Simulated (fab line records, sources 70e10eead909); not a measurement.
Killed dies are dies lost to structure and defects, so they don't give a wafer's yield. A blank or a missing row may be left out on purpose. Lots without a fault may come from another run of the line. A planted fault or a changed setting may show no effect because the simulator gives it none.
Which tool did it? | flow nand_harc | 6 lots, 18 wafers sampled, at 3 steps of a route of 1159

WHAT THE GAUGES READ, wafer by wafer
NHARC_A_CHANNEL_HOLE_D1_OVL_MEAS_11.
lot  | measured     | on         | overlay_x_nm (nm)
L250 | day 8 22:25  | overlay-01 | 0.7 1.5 1.1
L254 | day 9 14:22  | overlay-02 | 5.7 5.4 5.4
L258 | day 10 20:53 | overlay-02 | 6.5 5.7 5.6
L260 | day 11 12:07 | overlay-02 | 1.3 0.5 0.2
L267 | day 12 16:23 | overlay-02 | 0.5 0.4 0.1
L269 | day 13 20:54 | overlay-02 | 0.4 0.3 0.6

WHICH TOOL RAN EACH LOT (tool, then ch and the chambers of the sampled wafers, then the start)
lot  | NHARC_A_CHANNEL_HOLE_D1_DEP_01  | NHARC_A_CHANNEL_HOLE_D1_EXPOSE_07
L250 | pecvd-01 ch 1,2, day 8 21:40    | arfi_scanner-03 ch 0, day 8 22:11
L254 | pecvd-01 ch 0,1, day 9 13:41    | arfi_scanner-02 ch 0, day 9 14:09
L258 | pecvd-04 ch 1,2, day 10 20:06   | arfi_scanner-02 ch 0, day 10 20:39
L260 | pecvd-01 ch 0,1,2, day 11 11:17 | arfi_scanner-01 ch 0, day 11 11:53
L267 | pecvd-03 ch 0,2, day 12 15:35   | arfi_scanner-01 ch 0, day 12 16:10
L269 | pecvd-03 ch 0,1,2, day 13 20:05 | arfi_scanner-01 ch 0, day 13 20:40
- NHARC_A_CHANNEL_HOLE_D1_DEP_01: deposits SiON, target thk 140 nm.
- NHARC_A_CHANNEL_HOLE_D1_EXPOSE_07: exposes mask HOLE D1, target cd 100 nm.

THE ANSWER, worked out from the rows above alone
Rule: what is usual is taken from the lots themselves. Put in order of their means at a reading, lots are off if they are a third of the lots or fewer, leave a main group of 4 or more, and stand apart from it by a gap of 3 or more times the standard deviation of the main group's means; of several such gaps the widest counts. A main group whose means are all the same, to the digits that the tables above print for the reading, isn't used. A lot without any number at a reading at which 4 lots or more have one is off too. The other lots that the step has rows for count as sound.
Off: L254, L258, at NHARC_A_CHANNEL_HOLE_D1_OVL_MEAS_11 (overlay_x_nm). The main group: mean 0.6 nm, standard deviation 0.3.
A tool fits if, at a process step before that reading, it ran every lot that is off, and no sound lot after the first of them. The gauges at NHARC_A_CHANNEL_HOLE_D1_OVL_MEAS_11 are tried like those tools. One fits: arfi_scanner-02 at NHARC_A_CHANNEL_HOLE_D1_EXPOSE_07. It ran no sound lot before its first lot that is off in this sample, so the start can't be narrowed down.

WHAT THE SIMULATOR HAD PUT IN
Scanner matching overlay: arfi_scanner-02, from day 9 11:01 on, at NHARC_A_CHANNEL_HOLE_D1_EXPOSE_07. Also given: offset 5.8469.
Lots struck among those shown: L254, L258. The rule above found the same.
